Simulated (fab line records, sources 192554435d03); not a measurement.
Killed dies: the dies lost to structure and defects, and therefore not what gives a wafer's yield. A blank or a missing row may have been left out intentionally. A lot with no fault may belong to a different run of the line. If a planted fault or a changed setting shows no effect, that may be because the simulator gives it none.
Matching of chambers || flow n5Finfet || cvdCo-02 running N5_BEOL_M0_CO_CAP_123: 3 sister chambers
The step material Co, precursor CCTBA/H2, target thk 2 nm, time 102.1 s. 16 wafers are shown with their chamber, then 8 later ones without.

## WAFERS PAIRED WITH THEIR CHAMBERS
{"wafer": "L732.1", "chamber": 2, "heaterPowerW (W)": 247}
{"wafer": "L732.2", "chamber": 0, "heaterPowerW (W)": 203}
{"wafer": "L732.5", "chamber": 2, "heaterPowerW (W)": 249}
{"wafer": "L733.2", "chamber": 2, "heaterPowerW (W)": 249}
{"wafer": "L733.4", "chamber": 2, "heaterPowerW (W)": 237}
{"wafer": "L733.6", "chamber": 0, "heaterPowerW (W)": 211}
{"wafer": "L735.1", "chamber": 1, "heaterPowerW (W)": 265}
{"wafer": "L735.2", "chamber": 2, "heaterPowerW (W)": 246}
{"wafer": "L735.4", "chamber": 0, "heaterPowerW (W)": 214}
{"wafer": "L737.2", "chamber": 0, "heaterPowerW (W)": 209}
{"wafer": "L737.3", "chamber": 1, "heaterPowerW (W)": 253}
{"wafer": "L737.5", "chamber": 2, "heaterPowerW (W)": 249}
{"wafer": "L738.1", "chamber": 0, "heaterPowerW (W)": 208}
{"wafer": "L738.3", "chamber": 1, "heaterPowerW (W)": 258}
{"wafer": "L738.4", "chamber": 1, "heaterPowerW (W)": 256}
{"wafer": "L742.1", "chamber": 2, "heaterPowerW (W)": 248}

SIGNATURES (means of the wafers above)
{"reading": "heaterPowerW", "chamber 0": 209.00, "chamber 1": 258.00, "chamber 2": 246.43, "scatter within a chamber": 4.44}
Rule: for each reading, subtract the chamber's mean from the wafer's reading, divide by that reading's scatter and square the result; add these up over the readings and take the root, which gives the wafer's distance from the chamber. If the next closest chamber is less than 2 further off than the closest, the wafer can't be placed; otherwise it belongs to the closest. The scatter: take each reading less its chamber's mean, square it, sum over the shown wafers, divide by the number of wafers less the number of chambers, and take the root.

## WAFERS MISSING THEIR CHAMBER
{"wafer": "L742.3", "heaterPowerW (W)": 260}
{"wafer": "L742.4", "heaterPowerW (W)": 250}
{"wafer": "L744.2", "heaterPowerW (W)": 251}
{"wafer": "L744.3", "heaterPowerW (W)": 252}
{"wafer": "L744.5", "heaterPowerW (W)": 251}
{"wafer": "L753.2", "heaterPowerW (W)": 257}
{"wafer": "L753.3", "heaterPowerW (W)": 209}
{"wafer": "L753.5", "heaterPowerW (W)": 212}

## WHICH CHAMBER EACH ONE RAN IN
{"wafer": "L742.3", "from the rows above": 1, "in truth": 1}
{"wafer": "L742.4", "from the rows above": "can't be placed: 2 or 1", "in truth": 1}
{"wafer": "L744.2", "from the rows above": "can't be placed: 2 or 1", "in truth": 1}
{"wafer": "L744.3", "from the rows above": "can't be placed: 2 or 1", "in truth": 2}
{"wafer": "L744.5", "from the rows above": "can't be placed: 2 or 1", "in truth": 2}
{"wafer": "L753.2", "from the rows above": 1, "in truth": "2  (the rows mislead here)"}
{"wafer": "L753.3", "from the rows above": 0, "in truth": 0}
{"wafer": "L753.5", "from the rows above": 0, "in truth": 0}
3 of 8 placed correctly. These rows do not allow placing 4 (true chamber among the candidates in 4). 1 placed wrongly.
